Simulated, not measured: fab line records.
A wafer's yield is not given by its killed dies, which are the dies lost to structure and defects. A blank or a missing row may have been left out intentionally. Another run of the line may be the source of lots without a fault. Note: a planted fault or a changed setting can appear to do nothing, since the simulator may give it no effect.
The tool behind it: which one? :: flow nandHarc :: 36 wafers from 12 lots sampled at 5 of the route's 1302 steps

== WHAT THE GAUGES SHOWED, per wafer ==
NHARC_END_SORT_01.
lot: L101
measured: day 25 16:53
on: prober-02
killedAtArray: 43 49 51
killedAtOther: 2 0 0
killedAtPeriphery: 1 3 4
killedDies: 46 52 55
killedOpen: 2 4 5
killedShort: 2 1 5

lot: L999
measured: day 25 09:56
on: prober-02
killedAtArray: 60 58 42
killedAtOther: 1 0 0
killedAtPeriphery: 1 1 1
killedDies: 62 59 43
killedOpen: 6 2 2
killedShort: 3 6 1

lot: L113
measured: day 32 00:22
on: prober-01
killedAtArray: 50 57 46
killedAtOther: 0 0 0
killedAtPeriphery: 7 6 8
killedDies: 57 63 54
killedOpen: 3 4 4
killedShort: 2 4 4

lot: L118
measured: day 33 15:20
on: prober-01
killedAtArray: 53 75 52
killedAtOther: 2 5 1
killedAtPeriphery: 1 3 4
killedDies: 56 83 57
killedOpen: 1 6 3
killedShort: 2 5 6

== EACH LOT AND THE TOOL THAT RAN IT (in order: tool; ch and the chambers of the sampled wafers; start) ==
lot: L997
NHARC_A_STAIRCASE_STRIP_295: rieDiel-06 ch 0,1, day 18 10:39 or earlier
NHARC_A_STAIRCASE_ETCH_315: rieDiel-09 ch 0,2,3, day 18 10:39 or earlier
NHARC_A_STAIRCASE_STRIP_316: rieDiel-09 ch 0,1,3, day 18 10:39 or earlier
NHARC_A_STAIRCASE_DEP_322: pecvd-03 ch 0,1,2, day 18 10:39

lot: L101
NHARC_A_STAIRCASE_STRIP_295: rieDiel-09 ch 0,1,2, day 19 06:58 or earlier
NHARC_A_STAIRCASE_ETCH_315: rieDiel-06 ch 0,1,3, day 19 06:58 or earlier
NHARC_A_STAIRCASE_STRIP_316: rieDiel-06 ch 1,2,3, day 19 06:58 or earlier
NHARC_A_STAIRCASE_DEP_322: pecvd-02 ch 0,2, day 19 06:58

lot: L999
NHARC_A_STAIRCASE_STRIP_295: rieDiel-09 ch 1,2,3, day 19 07:04 or earlier
NHARC_A_STAIRCASE_ETCH_315: rieDiel-09 ch 1,2,3, day 19 07:04 or earlier
NHARC_A_STAIRCASE_STRIP_316: rieDiel-09 ch 0,1, day 19 07:04 or earlier
NHARC_A_STAIRCASE_DEP_322: pecvd-03 ch 0,1, day 19 07:04

lot: L103
NHARC_A_STAIRCASE_STRIP_295: rieDiel-01 ch 0,3, day 20 19:52 or earlier
NHARC_A_STAIRCASE_ETCH_315: rieDiel-01 ch 0,3, day 20 19:52 or earlier
NHARC_A_STAIRCASE_STRIP_316: rieDiel-01 ch 1,2, day 20 19:52 or earlier
NHARC_A_STAIRCASE_DEP_322: pecvd-02 ch 0,2, day 20 19:52

lot: L106
NHARC_A_STAIRCASE_STRIP_295: rieDiel-01 ch 1,2, day 22 03:01 or earlier
NHARC_A_STAIRCASE_ETCH_315: rieDiel-06 ch 2,3, day 22 03:01 or earlier
NHARC_A_STAIRCASE_STRIP_316: rieDiel-06 ch 0,1, day 22 03:01 or earlier
NHARC_A_STAIRCASE_DEP_322: pecvd-04 ch 0,1,2, day 22 03:01

lot: L105
NHARC_A_STAIRCASE_STRIP_295: rieDiel-01 ch 0,2,3, day 22 03:19 or earlier
NHARC_A_STAIRCASE_ETCH_315: rieDiel-01 ch 0,1,3, day 22 03:19 or earlier
NHARC_A_STAIRCASE_STRIP_316: rieDiel-01 ch 0,1,3, day 22 03:19 or earlier
NHARC_A_STAIRCASE_DEP_322: pecvd-02 ch 0,1,2, day 22 03:19

lot: L107
NHARC_A_STAIRCASE_STRIP_295: rieDiel-01 ch 1,2,3, day 22 21:53 or earlier
NHARC_A_STAIRCASE_ETCH_315: rieDiel-01 ch 0,1,3, day 22 21:53 or earlier
NHARC_A_STAIRCASE_STRIP_316: rieDiel-01 ch 2,3, day 22 21:53 or earlier
NHARC_A_STAIRCASE_DEP_322: pecvd-02 ch 0,1,2, day 22 21:53

lot: L113
NHARC_A_STAIRCASE_STRIP_295: rieDiel-01 ch 0,1,2, day 25 07:37 or earlier
NHARC_A_STAIRCASE_ETCH_315: rieDiel-01 ch 0,1,2, day 25 07:37 or earlier
NHARC_A_STAIRCASE_STRIP_316: rieDiel-01 ch 0,1,2, day 25 07:37 or earlier
NHARC_A_STAIRCASE_DEP_322: pecvd-02 ch 0,1,2, day 25 07:37

lot: L116
NHARC_A_STAIRCASE_STRIP_295: rieDiel-09 ch 0,2,3, day 25 22:20 or earlier
NHARC_A_STAIRCASE_ETCH_315: rieDiel-01 ch 0,1,2, day 25 22:20 or earlier
NHARC_A_STAIRCASE_STRIP_316: rieDiel-01 ch 0,1,3, day 25 22:20 or earlier
NHARC_A_STAIRCASE_DEP_322: pecvd-03 ch 0,1,2, day 25 22:20

lot: L118
NHARC_A_STAIRCASE_STRIP_295: rieDiel-06 ch 1,3, day 26 16:34 or earlier
NHARC_A_STAIRCASE_ETCH_315: rieDiel-06 ch 1,3, day 26 16:34 or earlier
NHARC_A_STAIRCASE_STRIP_316: rieDiel-06 ch 1,3, day 26 16:34 or earlier
NHARC_A_STAIRCASE_DEP_322: pecvd-03 ch 0,1,2, day 26 16:34

lot: L119
NHARC_A_STAIRCASE_STRIP_295: rieDiel-01 ch 0,1,3, day 27 03:45 or earlier
NHARC_A_STAIRCASE_ETCH_315: rieDiel-09 ch 1,2,3, day 27 03:45 or earlier
NHARC_A_STAIRCASE_STRIP_316: rieDiel-09 ch 2,3, day 27 03:45 or earlier
NHARC_A_STAIRCASE_DEP_322: pecvd-03 ch 1,2, day 27 03:45

lot: L120
NHARC_A_STAIRCASE_STRIP_295: rieDiel-09 ch 1,3, day 27 22:06 or earlier
NHARC_A_STAIRCASE_ETCH_315: rieDiel-09 ch 0,1,2, day 27 22:06 or earlier
NHARC_A_STAIRCASE_STRIP_316: rieDiel-09 ch 1,3, day 27 22:06 or earlier
NHARC_A_STAIRCASE_DEP_322: pecvd-02 ch 0,1,2, day 27 22:06
- NHARC_A_STAIRCASE_STRIP_295: strips in O2.
- NHARC_A_STAIRCASE_ETCH_315: etches the open film in C4F8/O2/Ar, target depth 2500 nm, time 607.1 s.
- NHARC_A_STAIRCASE_STRIP_316: strips in O2.
- NHARC_A_STAIRCASE_DEP_322: deposits SiO2, target thk 7200 nm.

== WHAT THE TOOLS THEMSELVES READ (means of the sampled wafers that have a number; where no wafer has one, the mark that the record gives instead) ==
NHARC_A_STAIRCASE_STRIP_295.
lot: L997
tool: rieDiel-06
drypumpMotorCurrentA (A): 5.8
oesProductAu (a.u.): 1.005
rfVppV (V): 56.6
showerheadPlenumPTorr (Torr): 3.52
throttleValvePct (%): 17.038

lot: L101
tool: rieDiel-09
drypumpMotorCurrentA (A): 5.9
oesProductAu (a.u.): 0.999
rfVppV (V): 56.9
showerheadPlenumPTorr (Torr): 3.42
throttleValvePct (%): 17.038

lot: L999
tool: rieDiel-09
drypumpMotorCurrentA (A): 5.9
oesProductAu (a.u.): 0.996
rfVppV (V): 57.6
showerheadPlenumPTorr (Torr): 3.50
throttleValvePct (%): 17.045

lot: L103
tool: rieDiel-01
drypumpMotorCurrentA (A): 5.6
oesProductAu (a.u.): 0.997
rfVppV (V): 56.4
showerheadPlenumPTorr (Torr): 3.42
throttleValvePct (%): 17.038

lot: L106
tool: rieDiel-01
drypumpMotorCurrentA (A): 5.5
oesProductAu (a.u.): 1.003
rfVppV (V): 56.5
showerheadPlenumPTorr (Torr): 3.42
throttleValvePct (%): 17.028

lot: L105
tool: rieDiel-01
drypumpMotorCurrentA (A): 5.6
oesProductAu (a.u.): 0.996
rfVppV (V): 57.7
showerheadPlenumPTorr (Torr): 3.37
throttleValvePct (%): 17.033

lot: L107
tool: rieDiel-01
drypumpMotorCurrentA (A): 5.3
oesProductAu (a.u.): 1.006
rfVppV (V): 57.8
showerheadPlenumPTorr (Torr): 3.42
throttleValvePct (%): 17.036

lot: L113
tool: rieDiel-01
drypumpMotorCurrentA (A): 5.5
oesProductAu (a.u.): 0.999
rfVppV (V): 57.4
showerheadPlenumPTorr (Torr): 3.45
throttleValvePct (%): 17.040

lot: L116
tool: rieDiel-09
drypumpMotorCurrentA (A): 5.8
oesProductAu (a.u.): 0.998
rfVppV (V): 57.8
showerheadPlenumPTorr (Torr): 3.47
throttleValvePct (%): 17.038

lot: L118
tool: rieDiel-06
drypumpMotorCurrentA (A): 5.9
oesProductAu (a.u.): 1.009
rfVppV (V): 57.0
showerheadPlenumPTorr (Torr): 3.43
throttleValvePct (%): 17.045

lot: L119
tool: rieDiel-01
drypumpMotorCurrentA (A): 5.2
oesProductAu (a.u.): 1.004
rfVppV (V): 57.1
showerheadPlenumPTorr (Torr): 3.44
throttleValvePct (%): 17.039

lot: L120
tool: rieDiel-09
drypumpMotorCurrentA (A): 6.1
oesProductAu (a.u.): 1.005
rfVppV (V): 57.1
showerheadPlenumPTorr (Torr): 3.41
throttleValvePct (%): 17.048

NHARC_A_STAIRCASE_ETCH_315.
lot: L997
tool: rieDiel-09
oesProductAu (a.u.): 0.931
rfVppV (V): 1824

lot: L101
tool: rieDiel-06
oesProductAu (a.u.): 0.938
rfVppV (V): 1824

lot: L999
tool: rieDiel-09
oesProductAu (a.u.): 0.927
rfVppV (V): 1825

lot: L103
tool: rieDiel-01
oesProductAu (a.u.): 0.934
rfVppV (V): 1815

lot: L106
tool: rieDiel-06
oesProductAu (a.u.): 0.929
rfVppV (V): 1824

lot: L105
tool: rieDiel-01
oesProductAu (a.u.): 0.921
rfVppV (V): 1822

lot: L107
tool: rieDiel-01
oesProductAu (a.u.): 0.928
rfVppV (V): 1822

lot: L113
tool: rieDiel-01
oesProductAu (a.u.): 0.928
rfVppV (V): 1820

lot: L116
tool: rieDiel-01
oesProductAu (a.u.): 0.935
rfVppV (V): 1821

lot: L118
tool: rieDiel-06
oesProductAu (a.u.): 0.942
rfVppV (V): 1825

lot: L119
tool: rieDiel-09
oesProductAu (a.u.): 0.927
rfVppV (V): 1822

lot: L120
tool: rieDiel-09
oesProductAu (a.u.): 0.938
rfVppV (V): 1816

NHARC_A_STAIRCASE_STRIP_316.
lot: L997
tool: rieDiel-09
drypumpMotorCurrentA (A): 5.9
oesProductAu (a.u.): 0.998
rfVppV (V): 58.7
showerheadPlenumPTorr (Torr): 3.45
throttleValvePct (%): 17.029

lot: L101
tool: rieDiel-06
drypumpMotorCurrentA (A): 5.6
oesProductAu (a.u.): 0.987
rfVppV (V): 59.0
showerheadPlenumPTorr (Torr): 3.51
throttleValvePct (%): 17.043

lot: L999
tool: rieDiel-09
drypumpMotorCurrentA (A): 5.9
oesProductAu (a.u.): 0.993
rfVppV (V): 57.2
showerheadPlenumPTorr (Torr): 3.37
throttleValvePct (%): 17.030

lot: L103
tool: rieDiel-01
drypumpMotorCurrentA (A): 5.2
oesProductAu (a.u.): 0.998
rfVppV (V): 57.8
showerheadPlenumPTorr (Torr): 3.51
throttleValvePct (%): 17.039

lot: L106
tool: rieDiel-06
drypumpMotorCurrentA (A): 5.8
oesProductAu (a.u.): 1.010
rfVppV (V): 58.4
showerheadPlenumPTorr (Torr): 3.55
throttleValvePct (%): 17.033

lot: L105
tool: rieDiel-01
drypumpMotorCurrentA (A): 5.3
oesProductAu (a.u.): 0.999
rfVppV (V): 56.8
showerheadPlenumPTorr (Torr): 3.46
throttleValvePct (%): 17.045

lot: L107
tool: rieDiel-01
drypumpMotorCurrentA (A): 5.7
oesProductAu (a.u.): 0.993
rfVppV (V): 57.1
showerheadPlenumPTorr (Torr): 3.32
throttleValvePct (%): 17.041

lot: L113
tool: rieDiel-01
drypumpMotorCurrentA (A): 5.5
oesProductAu (a.u.): 0.999
rfVppV (V): 56.9
showerheadPlenumPTorr (Torr): 3.45
throttleValvePct (%): 17.027

lot: L116
tool: rieDiel-01
drypumpMotorCurrentA (A): 5.3
oesProductAu (a.u.): 1.002
rfVppV (V): 58.1
showerheadPlenumPTorr (Torr): 3.45
throttleValvePct (%): 17.037

lot: L118
tool: rieDiel-06
drypumpMotorCurrentA (A): 5.8
oesProductAu (a.u.): 1.004
rfVppV (V): 57.8
showerheadPlenumPTorr (Torr): 3.51
throttleValvePct (%): 17.031

lot: L119
tool: rieDiel-09
drypumpMotorCurrentA (A): 5.8
oesProductAu (a.u.): 0.999
rfVppV (V): 58.0
showerheadPlenumPTorr (Torr): 3.54
throttleValvePct (%): 17.042

lot: L120
tool: rieDiel-09
drypumpMotorCurrentA (A): 5.9
oesProductAu (a.u.): 1.002
rfVppV (V): 57.7
showerheadPlenumPTorr (Torr): 3.49
throttleValvePct (%): 17.047

NHARC_A_STAIRCASE_DEP_322.
lot: L997
tool: pecvd-03
heaterPowerW (W): 758
rfFwdPowerW (W): 498.5

lot: L101
tool: pecvd-02
heaterPowerW (W): 692
rfFwdPowerW (W): 499.4

lot: L999
tool: pecvd-03
heaterPowerW (W): 809
rfFwdPowerW (W): 498.7

lot: L103
tool: pecvd-02
heaterPowerW (W): 664
rfFwdPowerW (W): 498.9

lot: L106
tool: pecvd-04
heaterPowerW (W): 562
rfFwdPowerW (W): 501.8

lot: L105
tool: pecvd-02
heaterPowerW (W): 607
rfFwdPowerW (W): 498.9

lot: L107
tool: pecvd-02
heaterPowerW (W): 602
rfFwdPowerW (W): 499.1

lot: L113
tool: pecvd-02
heaterPowerW (W): 722
rfFwdPowerW (W): 474.0

lot: L116
tool: pecvd-03
heaterPowerW (W): 769
rfFwdPowerW (W): 501.7

lot: L118
tool: pecvd-03
heaterPowerW (W): 795
rfFwdPowerW (W): 501.0

lot: L119
tool: pecvd-03
heaterPowerW (W): 722
rfFwdPowerW (W): 501.4

lot: L120
tool: pecvd-02
heaterPowerW (W): 672
rfFwdPowerW (W): 500.5

== THE ANSWER, worked out from the rows above alone ==
Rule: usual is defined by the lots themselves. The widest of any qualifying gaps counts: lots, ordered by their means at a reading, are off when they make up no more than a third of the lots, leave a main group of 4 or more, and stand apart from it by 3 or more times the standard deviation of that group's means. Not used: any main group whose means are identical at the precision the tables above print for the reading. Also off: a lot with no number at a reading for which 4 or more lots have one. Any other lot the step has rows for is counted as sound. The gauges are gone through in route order, then the tools' own readings, and for those a lot's mean is taken as printed above. At the first step where some lot is off, the reading lying furthest off is the one used; lots without a number count as furthest.
Off: L113, at NHARC_A_STAIRCASE_DEP_322 (rfFwdPowerW). Main group: mean 500.0 W, sd 1.2.
A tool fits if, at that step or a process step before it, it ran every lot that is off, and no sound lot after the first of them. NHARC_A_STAIRCASE_STRIP_295: start missing for some lots; hours and lot order therefore follow NHARC_A_STAIRCASE_DEP_322. NHARC_A_STAIRCASE_ETCH_315: start missing for some lots; hours and lot order therefore follow NHARC_A_STAIRCASE_DEP_322. NHARC_A_STAIRCASE_STRIP_316: start missing for some lots; hours and lot order therefore follow NHARC_A_STAIRCASE_DEP_322. Of those tried, none fits.

== WHAT WAS PUT IN BY THE SIMULATOR ==
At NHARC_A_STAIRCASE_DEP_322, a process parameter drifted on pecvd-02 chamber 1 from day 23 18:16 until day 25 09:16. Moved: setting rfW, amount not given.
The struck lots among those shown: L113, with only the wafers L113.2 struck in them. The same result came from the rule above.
